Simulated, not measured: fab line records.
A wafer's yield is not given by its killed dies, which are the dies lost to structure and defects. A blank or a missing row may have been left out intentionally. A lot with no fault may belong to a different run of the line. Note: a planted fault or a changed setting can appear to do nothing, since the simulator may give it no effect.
8D (eight disciplines) problem report, filled in by code	flow n5 finfet	the parts of the form that need people (team, actions taken, sign-off) are left out

1. WHAT IS WRONG
Mean of spin speed rpm at N5_BEOL_M2_COAT_62: 1634.4 rpm across 6 wafers in 2 lots; on wafers with no fault it is 1499.9 rpm (standard deviation 1). That is +99 or more standard deviations from the usual mean.
The step: time 60 s, resist thk 12 nm.
Seen first at day 10 12:14 on litho track-02, wafer L555.1. At this step, 12 wafers from 4 lots have a number in the record. The rule behind "out" and "out of limits": a value lying over 4 standard deviations away from the usual mean. Any other wafer with a number is counted as sound.

2. WHAT IT IS AND WHAT IT IS NOT
question	is	is not
which readings at this step	spin speed rpm	chill plate temp C
which lots	L555, L557	L546, L564
which wafers of those lots	all that have a number	-
read on which tools	litho track-02	litho track-03
when	from day 10 12:14	up to then (3 sound wafers); but 3 sound wafers of L564 came after

3. SUSPECTS, AND WHAT RULES EACH OUT
Counting: any tool at a process step up to the reading is kept as a suspect provided that every lot that is out went through it and no sound lot did after the first of them.
- litho track-02 at N5_BEOL_M2_COAT_62 (time 60 s, resist thk 12 nm): kept. It processed each lot that is out, first L555 at day 10 12:14, and no sound lot thereafter; up to then, the last sound lot it processed was L546 at day 8 03:30. Its own readings are out on those wafers: spin speed rpm.
After counting, what remains is litho track-02 at N5_BEOL_M2_COAT_62.

4. THE CAUSE (what the simulator had put in)
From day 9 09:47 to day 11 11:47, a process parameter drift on litho track-02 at N5_BEOL_M2_COAT_62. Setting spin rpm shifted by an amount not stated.
Counting left only this tool.

5. THE EFFECT CHAIN, in route order
Each row: a reading where the mean over the struck wafers with a number is more than 3 standard deviations away from the usual. Only readings for which the record gives a usual standard deviation are gone through. hours: the time from each lot's start at the first step in this table that gives one to its start at this step, as a median over the lots. sigmas: the change in usual standard deviations.
hours	step	reading	usual	on struck wafers	change	sigmas
0	N5_BEOL_M2_COAT_62	spin speed rpm	1499.9 rpm	1634.4	+134.5	+99 or more
Process steps it contains:
- N5_BEOL_M2_COAT_62: time 60 s, resist thk 12 nm.
At these later measuring or inspecting steps, every struck wafer for which the step has a row has a number for every such reading, and none has moved that far: N5_BEOL_M4_RC_MEAS_101.

6. WHAT WOULD HAVE CAUGHT IT SOONER
First out-of-limits reading in this record: day 10 12:14, which is 26 hours after fault onset at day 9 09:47.
